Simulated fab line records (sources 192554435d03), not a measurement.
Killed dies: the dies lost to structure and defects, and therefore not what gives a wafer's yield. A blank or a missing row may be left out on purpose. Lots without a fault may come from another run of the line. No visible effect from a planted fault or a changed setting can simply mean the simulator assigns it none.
The tool behind it: which one? || flow n5Finfet || Sampling: 10 lots, 25 wafers, 3 of 1938 route steps

## WHAT THE GAUGES SHOWED, per wafer
N5_BEOL_M4_RC_MEAS_101. Usual: DIBL_N 36.0 mV/V, standard deviation 2; DIBL_P 35.9 mV/V, standard deviation 2.5; IOFF_N 0.16 nA/um, standard deviation 0.038; IOFF_P 0.21 nA/um, standard deviation 0.04; ION_N 675 uA/um, standard deviation 14; ION_P 462 uA/um, standard deviation 9.4; SS_N 71.5 mV/dec, standard deviation 0.75; SS_P 73.2 mV/dec, standard deviation 0.74; VT_N 250 mV, standard deviation 3.9; VT_P -251 mV, standard deviation 3.2.
{"lot": "L853", "measured": "day 8 14:39", "on": "prober-01", "DIBL_N (mV/V)": "36.7 37.8 34.0", "DIBL_P (mV/V)": "37.6 38.4 33.3", "IOFF_N (nA/um)": "0.18 0.21 0.13", "IOFF_P (nA/um)": "0.24 0.24 0.16", "ION_N (uA/um)": "670 678 667", "ION_P (uA/um)": "463 455 459", "SS_N (mV/dec)": "72.8 73.3 72.2", "SS_P (mV/dec)": "73.0 74.1 73.1", "VT_N (mV)": "249 250 257", "VT_P (mV)": "-249 -249 -254", "flag": ""}
{"lot": "L854", "measured": "day 9 05:07", "on": "prober-01", "DIBL_N (mV/V)": "37.3 32.4 38.7", "DIBL_P (mV/V)": "37.2 31.9 39.4", "IOFF_N (nA/um)": "0.17 0.11 0.20", "IOFF_P (nA/um)": "0.19 0.14 0.25", "ION_N (uA/um)": "664 654 670", "ION_P (uA/um)": "446 445 459", "SS_N (mV/dec)": "72.3 70.8 71.8", "SS_P (mV/dec)": "73.7 72.6 74.5", "VT_N (mV)": "251 256 246", "VT_P (mV)": "-255 -257 -251", "flag": ""}
{"lot": "L856", "measured": "day 9 08:00", "on": "prober-02", "DIBL_N (mV/V)": "32.5 35.9 35.7", "DIBL_P (mV/V)": "32.2 35.1 35.0", "IOFF_N (nA/um)": "0.11 0.15 0.15", "IOFF_P (nA/um)": "0.16 0.19 0.18", "ION_N (uA/um)": "679 676 675", "ION_P (uA/um)": "473 460 464", "SS_N (mV/dec)": "69.6 70.2 70.1", "SS_P (mV/dec)": "71.7 73.4 72.7", "VT_N (mV)": "256 251 251", "VT_P (mV)": "-251 -251 -249", "flag": ""}
{"lot": "L857", "measured": "day 9 13:16", "on": "prober-01", "DIBL_N (mV/V)": "34.7 35.0 37.0", "DIBL_P (mV/V)": "33.1 34.7 35.0", "IOFF_N (nA/um)": "0.14 0.15 0.18", "IOFF_P (nA/um)": "0.18 0.20 0.20", "ION_N (uA/um)": "668 675 661", "ION_P (uA/um)": "461 464 456", "SS_N (mV/dec)": "71.0 71.1 73.0", "SS_P (mV/dec)": "72.9 73.1 73.8", "VT_N (mV)": "250 249 249", "VT_P (mV)": "-253 -250 -250", "flag": ""}
{"lot": "L866", "measured": "day 12 08:29", "on": "prober-01", "DIBL_N (mV/V)": "34.9 39.8", "DIBL_P (mV/V)": "34.7 40.8", "IOFF_N (nA/um)": "0.13 0.25", "IOFF_P (nA/um)": "0.18 0.29", "ION_N (uA/um)": "658 683", "ION_P (uA/um)": "448 465", "SS_N (mV/dec)": "72.0 72.4", "SS_P (mV/dec)": "73.1 74.8", "VT_N (mV)": "254 242", "VT_P (mV)": "-253 -246", "flag": ""}
{"lot": "L868", "measured": "day 12 08:45", "on": "prober-02", "DIBL_N (mV/V)": "33.8 41.3 34.4", "DIBL_P (mV/V)": "34.0 42.8 34.7", "IOFF_N (nA/um)": "0.11 0.28 0.13", "IOFF_P (nA/um)": "0.18 0.35 0.19", "ION_N (uA/um)": "664 705 673", "ION_P (uA/um)": "460 482 464", "SS_N (mV/dec)": "70.7 72.3 70.6", "SS_P (mV/dec)": "72.6 74.6 72.5", "VT_N (mV)": "254 240 252", "VT_P (mV)": "-251 -243 -252", "flag": ""}
{"lot": "L869", "measured": "day 12 09:59", "on": "prober-01", "DIBL_N (mV/V)": "33.9 39.8", "DIBL_P (mV/V)": "30.5 39.0", "IOFF_N (nA/um)": "0.13 0.27", "IOFF_P (nA/um)": "0.16 0.30", "ION_N (uA/um)": "653 696", "ION_P (uA/um)": "444 469", "SS_N (mV/dec)": "70.8 72.6", "SS_P (mV/dec)": "72.2 73.9", "VT_N (mV)": "252 241", "VT_P (mV)": "-256 -244", "flag": ""}
{"lot": "L871", "measured": "day 13 08:21", "on": "prober-01", "DIBL_N (mV/V)": "36.6 37.0", "DIBL_P (mV/V)": "36.4 37.0", "IOFF_N (nA/um)": "0.14 0.16", "IOFF_P (nA/um)": "0.22 0.24", "ION_N (uA/um)": "661 672", "ION_P (uA/um)": "458 466", "SS_N (mV/dec)": "71.7 71.4", "SS_P (mV/dec)": "73.2 73.7", "VT_N (mV)": "253 249", "VT_P (mV)": "-250 -249", "flag": ""}
{"lot": "L872", "measured": "day 13 13:23", "on": "prober-01", "DIBL_N (mV/V)": "34.7 33.0", "DIBL_P (mV/V)": "35.0 31.9", "IOFF_N (nA/um)": "0.12 0.11", "IOFF_P (nA/um)": "0.17 0.15", "ION_N (uA/um)": "664 663", "ION_P (uA/um)": "460 464", "SS_N (mV/dec)": "71.2 70.9", "SS_P (mV/dec)": "72.7 71.9", "VT_N (mV)": "254 258", "VT_P (mV)": "-253 -256", "flag": ""}
{"lot": "L873", "measured": "day 13 23:28", "on": "prober-01", "DIBL_N (mV/V)": "38.3 39.1", "DIBL_P (mV/V)": "37.2 37.9", "IOFF_N (nA/um)": "0.19 0.21", "IOFF_P (nA/um)": "0.21 0.22", "ION_N (uA/um)": "689 679", "ION_P (uA/um)": "465 454", "SS_N (mV/dec)": "72.3 73.5", "SS_P (mV/dec)": "74.2 73.3", "VT_N (mV)": "249 246", "VT_P (mV)": "-253 -250", "flag": ""}

N5_BEOL_M10_CD_MEAS_35 targets a cd of 70 nm. Usual: cdNm reads 69.9 nm (standard deviation 0.82).
{"lot": "L853", "measured": "day 10 14:09", "on": "cdSem-02", "cdNm (nm)": "69.3 69.4 69.9", "flag": ""}
{"lot": "L854", "measured": "day 11 02:10", "on": "cdSem-03", "cdNm (nm)": "69.6 69.5 69.6", "flag": ""}
{"lot": "L856", "measured": "day 11 05:55", "on": "cdSem-02", "cdNm (nm)": "71.4 70.7 71.5", "flag": ""}
{"lot": "L857", "measured": "day 11 06:30", "on": "cdSem-03", "cdNm (nm)": "70.5 70.4 70.7", "flag": ""}
{"lot": "L866", "measured": "day 14 05:42", "on": "cdSem-03", "cdNm (nm)": "71.4 70.2", "flag": ""}
{"lot": "L868", "measured": "day 14 10:44", "on": "cdSem-03", "cdNm (nm)": "70.7 70.8 70.3", "flag": ""}
{"lot": "L869", "measured": "day 14 10:34", "on": "cdSem-03", "cdNm (nm)": "70.0 70.1", "flag": ""}
{"lot": "L871", "measured": "day 15 15:07", "on": "cdSem-02", "cdNm (nm)": "70.2 69.9", "flag": ""}
{"lot": "L872", "measured": "day 15 18:16", "on": "cdSem-01", "cdNm (nm)": "69.4 69.3", "flag": ""}
{"lot": "L873", "measured": "day 16 07:17", "on": "cdSem-02", "cdNm (nm)": "69.7 69.8", "flag": ""}

## WHICH TOOL RAN EACH LOT (tool, then ch and the chambers of the sampled wafers, then the start)
{"lot": "L853", "N5_BEOL_M10_STRIP_36": "rieDiel-03 ch 0,1,3, day 10 13:47"}
{"lot": "L854", "N5_BEOL_M10_STRIP_36": "rieDiel-04 ch 0,1,2, day 11 01:42"}
{"lot": "L856", "N5_BEOL_M10_STRIP_36": "rieDiel-05 ch 1,2,3, day 11 05:32"}
{"lot": "L857", "N5_BEOL_M10_STRIP_36": "rieDiel-05 ch 0,1,3, day 11 06:05"}
{"lot": "L866", "N5_BEOL_M10_STRIP_36": "rieDiel-03 ch 0,3, day 14 05:19"}
{"lot": "L868", "N5_BEOL_M10_STRIP_36": "rieDiel-03 ch 0,2,3, day 14 10:21"}
{"lot": "L869", "N5_BEOL_M10_STRIP_36": "rieDiel-04 ch 0,3, day 14 10:11"}
{"lot": "L871", "N5_BEOL_M10_STRIP_36": "rieDiel-05 ch 0,3, day 15 14:46"}
{"lot": "L872", "N5_BEOL_M10_STRIP_36": "rieDiel-03 ch 0,1, day 15 17:54"}
{"lot": "L873", "N5_BEOL_M10_STRIP_36": "rieDiel-03 ch 0,3, day 16 06:54"}
- N5_BEOL_M10_STRIP_36: strips in N2/H2.

## AS READ BY THE TOOLS THEMSELVES (means over the sampled wafers that have a number; for cases with no such wafer, the mark the record gives instead)
N5_BEOL_M10_STRIP_36. Usual: value, then standard deviation, for each; biasPowerW 7.001 W / 0.022; drypumpMotorCurrentA 5.6 A / 0.44; n2FlowSccm 200.1 sccm / 0.72; oesProductAu 0.81 a.u. / 0.08; rfVppV 59.0 V / 1.9; showerheadPlenumPTorr 2.53 Torr / 0.057; throttleValvePct 23.8 % / 0.38.
{"lot": "L853", "tool": "rieDiel-03", "biasPowerW (W)": 6.969, "drypumpMotorCurrentA (A)": 5.9, "n2FlowSccm (sccm)": 200.3, "oesProductAu (a.u.)": 0.88, "rfVppV (V)": 57.8, "showerheadPlenumPTorr (Torr)": 2.55, "throttleValvePct (%)": 23.7, "flag": ""}
{"lot": "L854", "tool": "rieDiel-04", "biasPowerW (W)": 6.993, "drypumpMotorCurrentA (A)": 5.2, "n2FlowSccm (sccm)": 199.8, "oesProductAu (a.u.)": 0.84, "rfVppV (V)": 58.3, "showerheadPlenumPTorr (Torr)": 2.51, "throttleValvePct (%)": 23.7, "flag": ""}
{"lot": "L856", "tool": "rieDiel-05", "biasPowerW (W)": 7.012, "drypumpMotorCurrentA (A)": 5.5, "n2FlowSccm (sccm)": 199.9, "oesProductAu (a.u.)": 0.76, "rfVppV (V)": 59.2, "showerheadPlenumPTorr (Torr)": 2.56, "throttleValvePct (%)": 24.1, "flag": ""}
{"lot": "L857", "tool": "rieDiel-05", "biasPowerW (W)": 6.983, "drypumpMotorCurrentA (A)": 5.7, "n2FlowSccm (sccm)": 200.4, "oesProductAu (a.u.)": 0.75, "rfVppV (V)": 58.1, "showerheadPlenumPTorr (Torr)": 2.51, "throttleValvePct (%)": 23.9, "flag": ""}
{"lot": "L866", "tool": "rieDiel-03", "biasPowerW (W)": 6.980, "drypumpMotorCurrentA (A)": 5.6, "n2FlowSccm (sccm)": 200.2, "oesProductAu (a.u.)": 0.84, "rfVppV (V)": 60.0, "showerheadPlenumPTorr (Torr)": 2.53, "throttleValvePct (%)": 23.8, "flag": ""}
{"lot": "L868", "tool": "rieDiel-03", "biasPowerW (W)": 7.013, "drypumpMotorCurrentA (A)": 5.5, "n2FlowSccm (sccm)": 200.7, "oesProductAu (a.u.)": 0.87, "rfVppV (V)": 59.5, "showerheadPlenumPTorr (Torr)": 2.55, "throttleValvePct (%)": 23.6, "flag": ""}
{"lot": "L869", "tool": "rieDiel-04", "biasPowerW (W)": 7.028, "drypumpMotorCurrentA (A)": 5.5, "n2FlowSccm (sccm)": 200.0, "oesProductAu (a.u.)": 0.84, "rfVppV (V)": 57.4, "showerheadPlenumPTorr (Torr)": 2.55, "throttleValvePct (%)": 23.5, "flag": ""}
{"lot": "L871", "tool": "rieDiel-05", "biasPowerW (W)": 6.997, "drypumpMotorCurrentA (A)": 5.9, "n2FlowSccm (sccm)": 200.2, "oesProductAu (a.u.)": 0.68, "rfVppV (V)": 56.6, "showerheadPlenumPTorr (Torr)": 2.45, "throttleValvePct (%)": 23.7, "flag": ""}
{"lot": "L872", "tool": "rieDiel-03", "biasPowerW (W)": 7.004, "drypumpMotorCurrentA (A)": 6.1, "n2FlowSccm (sccm)": 200.9, "oesProductAu (a.u.)": 0.81, "rfVppV (V)": 62.2, "showerheadPlenumPTorr (Torr)": 2.51, "throttleValvePct (%)": 23.6, "flag": ""}
{"lot": "L873", "tool": "rieDiel-03", "biasPowerW (W)": 7.010, "drypumpMotorCurrentA (A)": 5.7, "n2FlowSccm (sccm)": 199.3, "oesProductAu (a.u.)": 0.83, "rfVppV (V)": 59.2, "showerheadPlenumPTorr (Torr)": 2.52, "throttleValvePct (%)": 23.8, "flag": ""}

## THE ANSWER, worked out from the rows above alone
Rule: take the mean of a lot's wafers that have a number; if it is more than 3 standard deviations from the usual mean, the lot is off. Also off: a lot with no number at a reading for which 4 or more lots have one. The other lots that the step has rows for count as sound. The gauges are gone through in route order, then the tools' own readings, and for those a lot's mean is taken as printed above. The first step at which some lot is off is used, and at that step the reading that is off furthest; a lot without a number counts as furthest.
No lot is off at any reading shown: from this, nothing can be told.

## WHAT THE SIMULATOR PUT IN
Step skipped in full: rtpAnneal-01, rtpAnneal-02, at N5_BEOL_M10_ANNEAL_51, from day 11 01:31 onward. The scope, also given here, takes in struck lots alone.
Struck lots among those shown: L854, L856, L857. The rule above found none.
